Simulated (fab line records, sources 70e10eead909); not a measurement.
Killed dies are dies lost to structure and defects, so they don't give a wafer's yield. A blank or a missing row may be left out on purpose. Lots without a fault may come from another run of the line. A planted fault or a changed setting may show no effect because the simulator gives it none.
fab line records | flow nand_harc
record lots=14 wafers=42 last_day=32
route steps=1302 shown A_DECK1_JOINT@528 A_ONON_D2@560 A_CHANNEL_HOLE_D2@570 END@1302
lots that met no fault: from a run of the same line without faults
start_h: hours from the record's first day to the start of the lot's first wafer shown | wait_h: hours since the lot's step before | " the same as in the row above | L1.1+2: a row that stands for several wafers | - no value, or no start given | * or withheld: withheld | < > ~ a bound
route shown NAME@n: a module of which the file shows steps, and the number in the route of the first | usual: mean/standard deviation of fault-free wafers | same: alike in all rows | chamber/n: place in a boat | sites: the reading at each site | _std_site: their standard deviation | _edge_site: outer sites' mean less inner sites' | radius_mm: how far each site lies from the wafer's centre | mask NAME#n: copy n | behind: the tool/chamber that last shaped the wafer | hold: why the lot was held/for how many hours/how that ended | device: the transistor (n, p or np) that didn't switch | end of line: the same wafers' tests at the end of the route | a step without rows: its recipe alone | killed: dies lost to structure and defects at the first sort, not the wafer's yield | map: a wafer's dies, x killed, . not, _ none there
set.NAME: the setting as run; set.NAME@STEP: as run at that earlier step | model.NAME: the simulator's own value behind a step, which no gauge read
steps of the route over a sample of lots; a table a step, a row a wafer
services: from which hour (start_h, from the record's first day; less than 0 if before it) a tool's chamber was out of use, for how many hours, and why
## steps
# step NHARC_A_DECK1_JOINT_THK_MEAS_14
# recipe thk_meas_gauge=ellipsometry
# usual thk_nm=50.9/1.6
# columns lot.wafer tool chamber start_h wait_h thk_nm
L580.2 film_metro-01 - 230.15 0.2 51.0
L580.3 " - " " 50.3
L580.6 " - " " 50.9
L581.3 film_metro-02 - 230.15 0.2 49.2
L581.5 " - " " 50.0
L581.6 " - " " 48.6
L584.1 film_metro-01 - 262.10 0.2 52.1
L584.4 " - " " 52.4
L584.6 " - " " 51.1
L583.3 film_metro-02 - 282.30 0.2 51.4
L583.4 " - " " 51.0
L583.5 " - " " 50.6
L588.2 film_metro-01 - 312.79 0.2 53.9
L588.3 " - " " 52.7
L588.4 " - " " 50.6
L589.1 film_metro-02 - 322.25 0.2 52.0
L589.2 " - " " 53.5
L589.6 " - " " 53.3
L591.1 film_metro-01 - 330.96 0.2 51.3
L591.3 " - " " 49.7
L591.6 " - " " 50.0
L595.3 film_metro-01 - 367.54 0.2 53.1
L595.4 " - " " 53.9
L595.6 " - " " 51.4
L596.3 film_metro-02 - 380.26 0.2 49.9
L596.4 " - " " 50.6
L596.6 " - " " 48.4
L600.4 film_metro-02 - 418.66 0.2 51.0
L600.5 " - " " 49.9
L600.6 " - " " 49.1
L599.2 film_metro-01 - 418.66 0.2 51.5
L599.3 " - " " 54.6
L599.4 " - " " 49.7
L602.1 film_metro-02 - 439.92 0.2 48.7
L602.2 " - " " 51.5
L602.4 " - " " 52.8
L601.2 film_metro-01 - 439.93 0.2 52.3
L601.4 " - " " 50.4
L601.5 " - " " 50.9
L603.1 film_metro-01 - 447.44 0.2 49.2
L603.2 " - " " 51.2
L603.3 " - " " 51.9
# step NHARC_A_DECK1_JOINT_CMP_02
# recipe material=SiOx
# usual motor_current_A=11.7/1.1
# columns lot.wafer tool chamber start_h wait_h motor_current_A
L581.3 cmp-02 3 253.50 0.4 10.9
L581.6 " 1 " " 10.4
L581.5 " 2 " " 11.7
L580.3 cmp-01 1 253.50 0.4 11.1
L580.2 " 2 " " 11.2
L580.6 " 0 " " 11.2
L584.1 cmp-01 2 283.84 0.4 11.0
L584.4 " 1 " " 10.9
L584.6 " 2 " " 10.9
L583.3 cmp-03 0 308.50 0.4 11.3
L583.4 " 2 " " 13.5
L583.5 " 3 " " 11.5
L588.2 cmp-01 0 337.98 0.4 11.3
L588.3 " 1 " " 11.7
L588.4 " 3 " " 13.6
L589.1 cmp-03 3 344.54 0.4 11.6
L589.2 " 0 " " 11.3
L589.6 " 2 " " 13.2
L591.3 cmp-02 1 356.88 0.4 10.4
L591.1 " 2 " " 11.0
L591.6 " 2 " " 12.3
L595.4 cmp-02 3 388.59 0.4 10.9
L595.3 " 1 " " 10.1
L595.6 " 0 " " 13.0
L596.3 cmp-01 3 403.86 0.4 13.3
L596.4 " 1 " " 11.0
L596.6 " 0 " " 11.7
L599.2 cmp-01 2 441.06 0.4 10.6
L599.3 " 0 " " 11.3
L599.4 " 1 " " 12.0
L600.4 cmp-03 2 441.06 0.4 13.1
L600.6 " 2 " " 12.3
L600.5 " 3 " " 12.0
L602.4 cmp-02 3 464.28 0.4 10.2
L602.2 " 0 " " 13.0
L602.1 " 1 " " 9.6
L601.4 cmp-01 3 464.31 0.4 13.8
L601.2 " 1 " " 11.3
L601.5 " 3 " " 13.7
L603.1 cmp-02 0 473.56 0.4 12.6
L603.2 " 1 " " 10.4
L603.3 " 3 " " 10.8
# step NHARC_A_ONON_D2_DEP_22
# recipe target_thk_a=10000 n2_flow_sccm=2750 n2o_flow_sccm=2000 nh3_flow_sccm=500 sih4_flow_sccm=210 temp_c=400
# columns lot.wafer tool chamber start_h wait_h
L580.2+3+6 pecvd_onon-04 0 265.36 0.1
L581.3+5+6 pecvd_onon-03 0 265.44 0.2
L584.1+4+6 pecvd_onon-02 0 296.01 0.1
L583.3+4+5 pecvd_onon-02 0 322.06 0.2
L588.2+3+4 pecvd_onon-03 0 353.10 0.1
L589.1+2+6 pecvd_onon-03 0 356.55 0.1
L591.1+3+6 pecvd_onon-04 0 369.27 0.1
L595.3+4+6 pecvd_onon-02 0 400.65 0.2
L596.3+4+6 pecvd_onon-04 0 415.91 0.2
L600.4+5+6 pecvd_onon-03 0 452.79 0.2
L599.2+3+4 pecvd_onon-02 0 452.90 0.1
L602.1+2+4 pecvd_onon-02 0 476.09 0.2
L601.2+4+5 pecvd_onon-03 0 476.13 0.2
L603.1+2+3 pecvd_onon-04 0 489.80 0.1
# step NHARC_A_ONON_D2_THK_MEAS_24
# recipe thk_meas_gauge=ellipsometry
# usual thk_nm=1004/8.6
# columns lot.wafer tool chamber start_h wait_h thk_nm
L580.2 film_metro-01 - 265.81 - 1000
L580.3 " - " " 998
L580.6 " - " " 999
L581.3 film_metro-01 - 265.83 - 1003
L581.5 " - " " 1002
L581.6 " - " " 1000
L584.1 film_metro-01 - 296.52 - 1019
L584.4 " - " " 1018
L584.6 " - " " 1018
L583.3 film_metro-02 - 322.46 - 996
L583.4 " - " " 999
L583.5 " - " " 997
L588.2 film_metro-01 - 353.55 - 1449
L588.3 " - " " 1451
L588.4 " - " " 1450
L589.1 film_metro-01 - 357.06 - 1466
L589.2 " - " " 1466
L589.6 " - " " 1469
L591.1 film_metro-02 - 369.78 - 1016
L591.3 " - " " 1017
L591.6 " - " " 1017
L595.3 film_metro-01 - 401.05 - 1005
L595.4 " - " " 1005
L595.6 " - " " 1007
L596.3 film_metro-02 - 416.31 - 1013
L596.4 " - " " 1015
L596.6 " - " " 1013
L600.4 film_metro-01 - 453.13 - 995
L600.5 " - " " 994
L600.6 " - " " 995
L599.2 film_metro-01 - 453.36 - 1006
L599.3 " - " " 1006
L599.4 " - " " 1006
L601.2 film_metro-01 - 476.58 - 995
L601.4 " - " " 994
L601.5 " - " " 996
L602.1 film_metro-02 - 476.60 - 1011
L602.2 " - " " 1011
L602.4 " - " " 1013
L603.1 film_metro-02 - 490.31 - 994
L603.2 " - " " 995
L603.3 " - " " 995
# step NHARC_A_CHANNEL_HOLE_D2_DEP_00
# recipe target_thk_a=31000 temp_c=400 material=aC
# usual throttle_valve_pct=35.001/0.0096
# columns lot.wafer tool chamber start_h wait_h throttle_valve_pct
L580.2 acl_dep-03 0 270.43 2.9 35.011
L580.3 " 0 " " 35.011
L580.6 " 0 " " 35.004
L581.3 acl_dep-01 0 270.96 3.5 34.999
L581.5 " 0 " " 35.012
L581.6 " 0 " " 35.005
L584.1 acl_dep-01 0 298.56 0.4 35.007
L584.4 " 0 " " 34.985
L584.6 " 0 " " 35.025
L583.3 acl_dep-02 0 324.82 0.7 35.020
L583.4 " 0 " " 34.999
L583.5 " 0 " " 34.986
L591.1 acl_dep-02 0 371.51 0.1 34.984
L591.3 " 0 " " 35.001
L591.6 " 0 " " 34.998
L595.3 acl_dep-03 0 407.25 4.5 35.006
L595.4 " 0 " " 35.012
L595.6 " 0 " " 35.003
L596.3 acl_dep-02 0 420.47 2.4 34.993
L596.4 " 0 " " 35.005
L596.6 " 0 " " 35.008
L599.2 acl_dep-01 0 457.26 2.2 35.019
L599.3 " 0 " " 34.992
L599.4 " 0 " " 35.007
L600.4 acl_dep-03 0 457.57 2.7 35.008
L600.5 " 0 " " 34.996
L600.6 " 0 " " 35.006
L601.2 acl_dep-01 0 479.43 0.9 34.998
L601.4 " 0 " " 34.989
L601.5 " 0 " " 35.005
L602.1 acl_dep-03 0 480.88 2.2 35.004
L602.2 " 0 " " 34.994
L602.4 " 0 " " 35.008
L603.1 acl_dep-03 0 492.21 0.2 34.995
L603.2 " 0 " " 34.986
L603.3 " 0 " " 35.011
# step NHARC_END_SORT_01
# recipe temp_c=25
# usual killed_at_array=62/18 killed_at_other=0.9/1.2 killed_at_periphery=4.2/2.9 killed_dies=67/17 killed_open=3.6/1.9 killed_short=2.5/1.6
# same gross_dies=677
# columns lot.wafer tool chamber start_h wait_h killed_at_array killed_at_other killed_at_periphery killed_dies killed_open killed_short
L580.2 prober-01 0 594.83 2.8 65 0 6 71 1 2
L580.3 prober-01 0 595.63 3.1 63 1 7 71 5 0
L580.6 prober-01 0 598.02 4.0 65 1 2 68 4 1
L584.1 prober-01 0 601.80 2.5 89 1 1 91 4 6
L584.4 prober-01 0 604.22 3.4 55 0 1 56 5 1
L584.6 prober-01 0 605.84 4.0 77 0 5 82 5 3
L581.3 prober-02 0 610.92 3.1 49 0 6 55 5 5
L581.5 prober-02 0 612.49 3.6 54 0 9 63 3 0
L581.6 prober-02 0 613.27 3.9 59 0 3 62 3 3
L588.2 prober-01 0 627.45 2.8 673 2 2 677 2 3
L588.3 prober-01 0 628.25 3.1 674 2 1 677 2 3
L588.4 prober-01 0 629.05 3.4 671 4 2 677 3 4
L589.1 prober-02 0 637.62 2.5 675 1 1 677 3 0
L589.2 prober-02 0 638.42 2.8 671 3 3 677 3 7
L589.6 prober-02 0 641.63 4.0 673 0 4 677 2 4
L595.3 prober-02 0 676.30 3.1 85 1 4 90 4 1
L595.4 prober-02 0 677.11 3.4 83 1 3 87 3 3
L595.6 prober-02 0 678.73 4.0 100 1 6 107 4 2
L600.4 prober-01 0 741.84 3.4 86 0 3 89 2 5
L600.5 prober-01 0 742.62 3.6 97 2 1 100 1 1
L600.6 prober-01 0 743.41 3.9 104 1 6 111 4 2
L602.1 prober-01 0 753.90 2.5 41 1 0 42 6 0
L602.2 prober-01 0 754.69 2.8 46 0 1 47 2 3
L602.4 prober-01 0 756.28 3.4 42 1 4 47 3 2
# killed by level:class
L580.2 A_SLIT:chamber_film_flake=24 A_CHANNEL_HOLE_D1:chamber_film_flake=18 A_CHANNEL_HOLE_D2:chamber_film_flake=8 A_STAIRCASE:chamber_film_flake=4 A_CONTACT:chamber_film_flake=4 P_GATE:chamber_film_flake=3 A_ZERO_WELL:chamber_film_flake=2 A_WL_FILL:chamber_film_flake=2
L580.3 A_CHANNEL_HOLE_D1:chamber_film_flake=21 A_SLIT:chamber_film_flake=20 A_CHANNEL_HOLE_D2:chamber_film_flake=9 P_BONDPAD:chamber_film_flake=5 A_STAIRCASE:chamber_film_flake=5 A_ZERO_WELL:chamber_film_flake=2 P_GATE:geometric_particle:open=1 A_SOURCE_PLATE:geometric_particle:open=1
L580.6 A_CHANNEL_HOLE_D1:chamber_film_flake=26 A_SLIT:chamber_film_flake=24 A_STAIRCASE:chamber_film_flake=4 A_CHANNEL_HOLE_D2:chamber_film_flake=4 A_CONTACT:chamber_film_flake=2 P_M1:geometric_particle:open=1 A_CHANNEL_FILL_D1:geometric_particle:short=1 A_CHANNEL_FILL_D1:geometric_particle:open=1
L584.1 A_CHANNEL_HOLE_D2:chamber_film_flake=34 A_CHANNEL_HOLE_D1:chamber_film_flake=31 A_STAIRCASE:chamber_film_flake=5 A_SGD_CUT:chamber_film_flake=3 A_CONTACT:chamber_film_flake=3 A_WL_FILL:geometric_particle:short=2 A_WL_FILL:chamber_film_flake=2 A_CHANNEL_FILL_D1:geometric_particle:short=1
L584.4 A_CHANNEL_HOLE_D2:chamber_film_flake=22 A_CHANNEL_HOLE_D1:chamber_film_flake=21 A_BLC:geometric_particle:open=2 A_STAIRCASE:chamber_film_flake=2 A_SGD_CUT:chamber_film_flake=2 A_CONTACT:chamber_film_flake=2 P_CONTACT:geometric_particle:open=1 A_DECK1_JOINT:geometric_particle:open=1
L584.6 A_CHANNEL_HOLE_D2:chamber_film_flake=32 A_CHANNEL_HOLE_D1:chamber_film_flake=26 A_STAIRCASE:chamber_film_flake=7 A_SGD_CUT:chamber_film_flake=3 A_CONTACT:chamber_film_flake=3 P_M1:chamber_film_flake=2 P_STI:geometric_particle:short=1 P_STI:geometric_particle:open=1
L581.3 A_CHANNEL_HOLE_D2:chamber_film_flake=32 A_STAIRCASE:chamber_film_flake=4 P_BONDPAD:chamber_film_flake=3 A_CHANNEL_FILL_D1:geometric_particle:open=2 A_CHANNEL_FILL_D1:geometric_particle:short=2 A_CHANNEL_HOLE_D1:chamber_film_flake=2 P_CONTACT:geometric_particle:open=1 A_CHANNEL_HOLE_D1:geometric_particle:open=1
L581.5 A_CHANNEL_HOLE_D2:chamber_film_flake=29 A_STAIRCASE:chamber_film_flake=7 A_DECK1_JOINT:chamber_film_flake=6 A_CHANNEL_HOLE_D1:chamber_film_flake=4 P_ZERO_WELL:chamber_film_flake=3 P_STI:chamber_film_flake=3 A_CONTACT:chamber_film_flake=3 P_BONDPAD:chamber_film_flake=2
L581.6 A_CHANNEL_HOLE_D2:chamber_film_flake=34 A_STAIRCASE:chamber_film_flake=6 A_WL_FILL:chamber_film_flake=4 A_CONTACT:chamber_film_flake=4 A_CHANNEL_HOLE_D1:chamber_film_flake=2 A_DECK1_JOINT:chamber_film_flake=2 P_ZERO_WELL:chamber_film_flake=1 P_CONTACT:geometric_particle:open=1
L588.2 A_ONON_D2:area_dep=612 A_SLIT:chamber_film_flake=22 A_CONTACT:chamber_film_flake=18 A_CHANNEL_HOLE_D2:chamber_film_flake=12 A_CHANNEL_HOLE_D1:chamber_film_flake=3 THIN_TSV:chamber_film_flake=2 P_CONTACT:geometric_particle:short=1 P_M0:geometric_particle:open=1
L588.3 A_ONON_D2:area_dep=617 A_SLIT:chamber_film_flake=30 A_CONTACT:chamber_film_flake=10 A_CHANNEL_HOLE_D1:chamber_film_flake=7 A_CHANNEL_HOLE_D2:chamber_film_flake=4 A_ONON_D1:geometric_particle:short=2 THIN_TSV:chamber_film_flake=2 A_CHANNEL_HOLE_D1:geometric_particle:short=1
L588.4 A_ONON_D2:area_dep=619 A_SLIT:chamber_film_flake=19 A_CHANNEL_HOLE_D2:chamber_film_flake=9 A_CONTACT:chamber_film_flake=9 A_CHANNEL_HOLE_D1:chamber_film_flake=6 THIN_TSV:chamber_film_flake=4 A_CHANNEL_FILL_D2:geometric_particle:open=2 A_STAIRCASE:chamber_film_flake=2
L589.1 A_ONON_D2:area_dep=617 A_CHANNEL_HOLE_D1:chamber_film_flake=32 A_CHANNEL_HOLE_D2:chamber_film_flake=16 A_CHANNEL_FILL_D1:geometric_particle:open=2 A_DECK1_JOINT:chamber_film_flake=2 A_SLIT:chamber_film_flake=2 A_ONON_D2:geometric_particle:open=1 P_ZERO_WELL:chamber_film_flake=1
L589.2 A_ONON_D2:area_dep=618 A_CHANNEL_HOLE_D1:chamber_film_flake=23 A_CHANNEL_HOLE_D2:chamber_film_flake=16 A_M0:geometric_particle:short=2 A_SLIT:chamber_film_flake=2 A_CONTACT:chamber_film_flake=2 THIN_TSV:chamber_film_flake=2 P_M1:geometric_particle:open=1
L589.6 A_ONON_D2:area_dep=622 A_CHANNEL_HOLE_D1:chamber_film_flake=28 A_CHANNEL_HOLE_D2:chamber_film_flake=16 A_DECK1_JOINT:chamber_film_flake=2 A_CONTACT:chamber_film_flake=2 P_STI:geometric_particle:short=1 P_M0:geometric_particle:short=1 P_M1:geometric_particle:open=1
L595.3 A_CHANNEL_HOLE_D1:chamber_film_flake=33 A_SLIT:chamber_film_flake=26 A_CHANNEL_HOLE_D2:chamber_film_flake=17 P_BONDPAD:chamber_film_flake=3 A_CHANNEL_FILL_D2:geometric_particle:open=2 A_STAIRCASE:chamber_film_flake=2 A_DECK1_JOINT:geometric_particle:open=1 A_SGD_CUT:geometric_particle:short=1
L595.4 A_CHANNEL_HOLE_D1:chamber_film_flake=30 A_SLIT:chamber_film_flake=23 A_CHANNEL_HOLE_D2:chamber_film_flake=13 A_STAIRCASE:chamber_film_flake=6 A_CHANNEL_FILL_D2:chamber_film_flake=3 P_GATE:chamber_film_flake=2 A_WL_FILL:chamber_film_flake=2 A_SOURCE_PLATE:geometric_particle:open=1
L595.6 A_CHANNEL_HOLE_D1:chamber_film_flake=35 A_SLIT:chamber_film_flake=34 A_CHANNEL_HOLE_D2:chamber_film_flake=20 P_GATE:chamber_film_flake=4 A_M1:geometric_particle:open=2 A_STAIRCASE:chamber_film_flake=2 P_M0:geometric_particle:open=1 A_CHANNEL_FILL_D1:geometric_particle:short=1
L600.4 A_CHANNEL_HOLE_D1:chamber_film_flake=26 A_CHANNEL_HOLE_D2:chamber_film_flake=21 A_SLIT:chamber_film_flake=17 A_STAIRCASE:chamber_film_flake=10 A_ONON_D2:geometric_particle:short=2 P_BONDPAD:chamber_film_flake=2 A_CONTACT:chamber_film_flake=2 A_ONON_D1:geometric_particle:short=1
L600.5 A_CHANNEL_HOLE_D1:chamber_film_flake=31 A_SLIT:chamber_film_flake=27 A_CHANNEL_HOLE_D2:chamber_film_flake=22 A_STAIRCASE:chamber_film_flake=8 A_CONTACT:chamber_film_flake=6 A_WL_FILL:geometric_particle:short=1 STARTING-WAFER:geometric_particle:open=1 P_BONDPAD:chamber_film_flake=1
L600.6 A_CHANNEL_HOLE_D1:chamber_film_flake=32 A_SLIT:chamber_film_flake=24 A_CHANNEL_HOLE_D2:chamber_film_flake=21 A_STAIRCASE:chamber_film_flake=10 A_CONTACT:chamber_film_flake=9 P_ZERO_WELL:chamber_film_flake=3 A_CHANNEL_FILL_D1:chamber_film_flake=3 P_GATE:geometric_particle:open=1
L602.1 A_CHANNEL_HOLE_D1:chamber_film_flake=16 A_SLIT:chamber_film_flake=7 A_CONTACT:chamber_film_flake=6 A_CHANNEL_HOLE_D2:chamber_film_flake=4 A_CHANNEL_FILL_D2:geometric_particle:open=2 A_M0:geometric_particle:open=2 A_ONON_D1:geometric_particle:open=1 A_CHANNEL_FILL_D1:geometric_particle:open=1
L602.2 A_CHANNEL_HOLE_D1:chamber_film_flake=20 A_CONTACT:chamber_film_flake=12 A_SLIT:chamber_film_flake=6 A_STAIRCASE:chamber_film_flake=2 P_CONTACT:geometric_particle:open=1 A_ONON_D1:geometric_particle:open=1 A_CHANNEL_FILL_D2:geometric_particle:short=1 A_SLIT:geometric_particle:short=1
L602.4 A_CHANNEL_HOLE_D1:chamber_film_flake=18 A_CONTACT:chamber_film_flake=10 A_SLIT:chamber_film_flake=7 P_STI:chamber_film_flake=2 P_M1:geometric_particle:short=1 A_SOURCE_PLATE:geometric_particle:open=1 A_ONON_D2:geometric_particle:open=1 A_WL_FILL:geometric_particle:open=1
## services
# columns tool chamber start_h hours kind
cmp-03 - 236.14 4.0 pm
cmp-01 - 259.50 4.0 pm
cmp-02 - 263.66 2.1 repair
cmp-03 - 276.59 0.9 repair
acl_dep-03 - 278.54 13.0 pm
pecvd_onon-04 - 287.19 13.0 pm
cmp-02 - 306.58 4.0 pm
cmp-03 - 334.14 4.0 pm
cmp-01 - 341.52 3.5 repair
pecvd_onon-02 - 342.00 13.0 pm
acl_dep-01 - 349.49 13.0 pm
cmp-01 - 357.50 4.0 pm
cmp-03 - 365.41 0.4 repair
pecvd_onon-03 - 384.00 13.0 pm
cmp-02 - 404.58 4.0 pm
pecvd_onon-04 - 450.25 0.2 repair
cmp-01 - 455.50 4.0 pm
acl_dep-03 - 460.41 13.0 pm
pecvd_onon-04 - 468.19 13.0 pm
cmp-01 - 473.57 0.5 repair
cmp-02 - 478.25 0.3 repair
cmp-02 - 482.53 2.2 repair
cmp-01 - 485.49 0.5 repair
cmp-02 - 488.43 1.5 repair
## key
first_sign step=NHARC_A_ONON_D2_THK_MEAS_24 reading=thk_nm direction=up sigmas=53 usual=1004 struck=1458
effect step=NHARC_END_SORT_01 reading=killed_dies direction=up sigmas=35 usual=67 struck=677
more_kills_born_at NHARC_A_ONON_D2_DEP_22@pecvd_onon-03=3705
met_at NHARC_A_ONON_D2_DEP_22
struck_lots L588,L589
struck_wafers L588.2,L588.3,L588.4,L589.1,L589.2,L589.6
later_rows_left_out L588.2,L588.3,L588.4,L589.1,L589.2,L589.6
tester_left_out L588,L589
not_acting_at NHARC_A_DECK1_JOINT_THK_MEAS_14,NHARC_A_DECK1_JOINT_CMP_02,NHARC_A_CHANNEL_HOLE_D2_DEP_00
onset_between 265.44 353.10
fault kind=process_parameter_drift tool=pecvd_onon-03 chamber=0 onset_h=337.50 steps=NHARC_A_ONON_D2_DEP_22 channel=target_thk_a offset=* shape=step end_h=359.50 acts_in=* stated=*
# tester_left_out: of these lots the tester's yield and bins aren't shown, on N5 and GAA mostly nor the transistor test; their killed dies are dies lost to structure and defects alone, not to doping, threshold or leakage, so they don't give the yield
# later_rows_left_out: the simulator's readings of these wafers behind a module that went badly wrong aren't trusted and aren't shown, but for the sort
